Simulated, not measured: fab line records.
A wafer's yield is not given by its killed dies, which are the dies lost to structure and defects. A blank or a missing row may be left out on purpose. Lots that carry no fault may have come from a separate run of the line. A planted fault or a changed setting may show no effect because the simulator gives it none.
Problem report, 8D (eight disciplines) form, completed by code | flow nandHarc | the parts of the form that need people (team, actions taken, sign-off) are left out

## 1. WHAT IS WRONG
rfFwdPowerW at NHARC_A_SLIT_ETCH_24 reads a mean of 696.1 W on 6 wafers of 2 lots; wafers without a fault read 496.0 W with a standard deviation of 1.8. That is +99 or more standard deviations from the usual mean.
The step: etches the open film in CF4/CHF3, target depth 121 nm, time 60.5 s.
Earliest sighting: wafer L641.2 on rieDiel-07 at day 27 04:38. Wafers with a number at this step in the record: 18, from 6 lots. Rule for "out" (also "out of limits"): further than 4 standard deviations from the usual mean. The other wafers with a number count as sound.

## 2. WHAT IT IS AND WHAT IT IS NOT
question                    | is                        | is not
which readings at this step | rfFwdPowerW, oesProductAu | chf3FlowSccm, drypumpMotorCurrentA, rfVppV, showerheadPlenumPTorr, throttleValvePct
which lots                  | L641, L642                | L624, L628, L630, L631
which wafers of those lots  | all that have a number    | -
read on which tools         | rieDiel-07                | rieDiel-06, rieDiel-09
when                        | from day 27 04:38         | up to then (12 sound wafers)

## 3. SUSPECTS, AND WHAT RULES EACH OUT
Counting: a tool at a process step up to the reading stays a suspect if it ran every lot that is out and no sound lot after the first of them.
- rieDiel-07 at NHARC_A_SLIT_DESCUM_14 (chemistry O2, time 3 s): kept. It processed each lot that is out, first L641 at day 27 04:33, and no sound lot thereafter; up to then, the last sound lot it processed was L624 at day 20 07:27.
- rieDiel-07 at NHARC_A_SLIT_ETCH_24 (etches the open film in CF4/CHF3, target depth 121 nm, time 60.5 s): kept. It processed each lot that is out, first L641 at day 27 04:38, and no sound lot thereafter; up to then, the last sound lot it processed was L624 at day 20 07:32. Its own readings are out on those wafers: oesProductAu, rfFwdPowerW.
Left after counting: rieDiel-07 at NHARC_A_SLIT_DESCUM_14, rieDiel-07 at NHARC_A_SLIT_ETCH_24.

## 4. THE CAUSE (what the simulator had put in)
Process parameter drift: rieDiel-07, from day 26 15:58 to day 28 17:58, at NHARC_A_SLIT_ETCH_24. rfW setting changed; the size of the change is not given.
2 suspects survive the count, and this tool is in that group.

## 5. THE EFFECT CHAIN, in route order
Each row: a reading whose mean over the struck wafers that have a number lies more than 3 standard deviations from the usual. Scope: only readings with a usual standard deviation given in the record; hours: median across lots of the time from each lot's start at the first step in this table that gives one to its start at this step; sigmas: change in usual standard deviations.
hours | step                 | reading      | usual      | on struck wafers | change | sigmas
0     | NHARC_A_SLIT_ETCH_24 | oesProductAu | 0.961 a.u. | 1.197            | +0.236 | +14
0     | NHARC_A_SLIT_ETCH_24 | rfFwdPowerW  | 496.0 W    | 696.1            | +200.1 | +99 or more
The process steps in it:
- NHARC_A_SLIT_ETCH_24: etches the open film in CF4/CHF3, target depth 121 nm, time 60.5 s.
At these later measuring or inspecting steps, every struck wafer for which the step has a row has a number for every such reading, and none has moved that far: NHARC_END_SORT_01.

## 6. HOW IT WOULD HAVE BEEN CAUGHT EARLIER
13 hours passed between the start of the fault at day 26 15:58 and the first reading out of limits in this record, taken at day 27 04:38.
